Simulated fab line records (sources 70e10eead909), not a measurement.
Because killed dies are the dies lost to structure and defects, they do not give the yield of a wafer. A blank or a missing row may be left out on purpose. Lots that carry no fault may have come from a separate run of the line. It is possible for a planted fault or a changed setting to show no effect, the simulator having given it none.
The tool behind it: which one?	flow nandHarc	6 lots, 18 wafers sampled, at 3 steps of a route of 1302

== WHAT EACH GAUGE READ, for each wafer ==
NHARC_A_CHANNEL_HOLE_D2_INSPECT_40.
lot	measured	on	rawDefectCount
L845	day 14 16:20	defectInspect-01	241 246 286
L847	day 15 09:16	defectInspect-02	258 313 373
L851	day 16 19:53	defectInspect-02	314 279 340
L858	day 20 04:44	defectInspect-02	736 245 644
L862	day 21 14:14	defectInspect-01	430 402 328
L866	day 22 19:35	defectInspect-01	309 263 291

== TOOL THAT RAN EACH LOT (tool first, then ch and the chambers of the sampled wafers, then the start) ==
lot	NHARC_A_CHANNEL_HOLE_D2_ETCH_25	NHARC_A_CHANNEL_HOLE_D2_XSEM_32
L845	harEtch-01 ch 0,1, day 14 13:59	xsem-01 ch 0, day 14 16:14
L847	harEtch-02 ch 0,1, day 15 06:28	xsem-01 ch 0, day 15 09:10
L851	harEtch-01 ch 0,1, day 16 17:12	xsem-02 ch 0, day 16 19:47
L858	harEtch-02 ch 0,1, day 20 02:13	xsem-01 ch 0, day 20 04:38
L862	harEtch-01 ch 0,1, day 21 11:25	xsem-02 ch 0, day 21 14:08
L866	harEtch-01 ch 0,1, day 22 16:45	xsem-02 ch 0, day 22 19:29
- NHARC_A_CHANNEL_HOLE_D2_ETCH_25: etches the open film in C4F8/O2/Ar, time 1040.2 s, target depth 1500 nm.
- NHARC_A_CHANNEL_HOLE_D2_XSEM_32

== THE ANSWER, worked out from the rows above alone ==
Rule: what is usual is taken from the lots themselves. The widest of any qualifying gaps counts: lots, ordered by their means at a reading, are off when they make up no more than a third of the lots, leave a main group of 4 or more, and stand apart from it by 3 or more times the standard deviation of that group's means. A main group is skipped when, at the precision printed for the reading in the tables above, its means are all equal. A lot without any number at a reading at which 4 lots or more have one is off too. Where the step has rows for the other lots, those lots are counted as sound.
Off, at NHARC_A_CHANNEL_HOLE_D2_INSPECT_40 on rawDefectCount: L858. The main group has a mean of 312 with a standard deviation of 43.
A tool fits if, at a process step before that reading, it ran every lot that is off, and no sound lot after the first of them. The gauges at NHARC_A_CHANNEL_HOLE_D2_INSPECT_40 are tried like those tools. Can't be told from this: 3 tools fit, harEtch-02 at NHARC_A_CHANNEL_HOLE_D2_ETCH_25, xsem-01 at NHARC_A_CHANNEL_HOLE_D2_XSEM_32, defectInspect-02 at NHARC_A_CHANNEL_HOLE_D2_INSPECT_40.

== WHAT HAD BEEN PUT IN BY THE SIMULATOR ==
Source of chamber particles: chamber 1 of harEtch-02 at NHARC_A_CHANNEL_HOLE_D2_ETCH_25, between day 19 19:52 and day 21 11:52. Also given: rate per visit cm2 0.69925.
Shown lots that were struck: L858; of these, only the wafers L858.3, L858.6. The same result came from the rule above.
